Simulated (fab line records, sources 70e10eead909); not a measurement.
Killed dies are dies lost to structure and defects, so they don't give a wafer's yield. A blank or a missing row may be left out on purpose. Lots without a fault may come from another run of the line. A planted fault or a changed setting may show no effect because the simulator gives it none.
Chamber matching | flow nand_harc | NHARC_A_BLC_ALD_23 on ald_metal-04: 4 sister chambers
The step deposits TiN, target thk 3 nm, pulse time 1 s, ald cycles 150. 14 wafers are shown with their chamber, then 7 later ones without.

WAFERS WITH THEIR CHAMBER
wafer  | chamber | heater_power_outer_w (W) | heater_power_w (W) | precursor_pulse_height_rel
L537.2 | 2       | 689                      | 1128               | 1.023
L537.3 | 3       | 712                      | 1180               | 1.025
L537.6 | 2       | 693                      | 1117               | 1.006
L541.3 | 1       | 851                      | 1189               | 1.004
L541.4 | 0       | 638                      | 1022               | 0.991
L541.6 | 1       | 832                      | 1192               | 0.999
L540.1 | 3       | 735                      | 1162               | 1.013
L540.3 | 1       | 847                      | 1209               | 0.992
L540.5 | 1       | 824                      | 1204               | 1.024
L548.4 | 2       | 668                      | 1134               | 0.989
L548.5 | 3       | 700                      | 1102               | 0.987
L548.6 | 2       | 684                      | 1141               | 1.025
L551.3 | 0       | 665                      | 1075               | 1.003
L551.4 | 1       | 772                      | 1112               | 0.982

SIGNATURES (means of the wafers above)
reading                    | chamber 0 | chamber 1 | chamber 2 | chamber 3 | scatter within a chamber
heater_power_outer_w       | 651.50    | 825.20    | 683.50    | 715.67    | 23.2
heater_power_w             | 1048.50   | 1181.20   | 1130.00   | 1148.00   | 33.6
precursor_pulse_height_rel | 0.99700   | 1.00020   | 1.01075   | 1.00833   | 0.0163
Rule: a wafer's distance from a chamber is the root of the sum, over the readings, of the square of ((its reading less the chamber's mean) divided by the reading's scatter). The wafer belongs to the nearest chamber; if the next one is less than 2 further off, it can't be placed. The scatter: the root of (the sum of the squares of (reading less its chamber's mean) over the shown wafers, divided by (wafers less chambers)).

WAFERS WITHOUT THEIR CHAMBER
wafer  | heater_power_outer_w (W) | heater_power_w (W) | precursor_pulse_height_rel
L551.6 | 699                      | 1153               | 0.970
L552.1 | 664                      | 1072               | 1.014
L552.2 | 773                      | 1129               | 1.000
L552.3 | 707                      | 1121               | 1.000
L556.1 | 682                      | 1188               | 0.979
L556.2 | 786                      | 1118               | 1.003
L556.6 | 648                      | 1079               | 1.006

WHICH CHAMBER EACH WENT THROUGH
wafer  | from the rows above          | in truth
L551.6 | can't be placed: 3 or 2 or 0 | 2
L552.1 | can't be placed: 0 or 2 or 3 | 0
L552.2 | can't be placed: 3 or 1 or 2 | 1
L552.3 | can't be placed: 3 or 2      | 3
L556.1 | can't be placed: 3 or 2 or 0 | 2
L556.2 | can't be placed: 1 or 3 or 2 | 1
L556.6 | can't be placed: 0 or 2      | 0
Placed correctly: 0 of 7. Can't be placed from these rows: 7 (the true chamber is among the candidates in 7). Placed wrongly: 0.
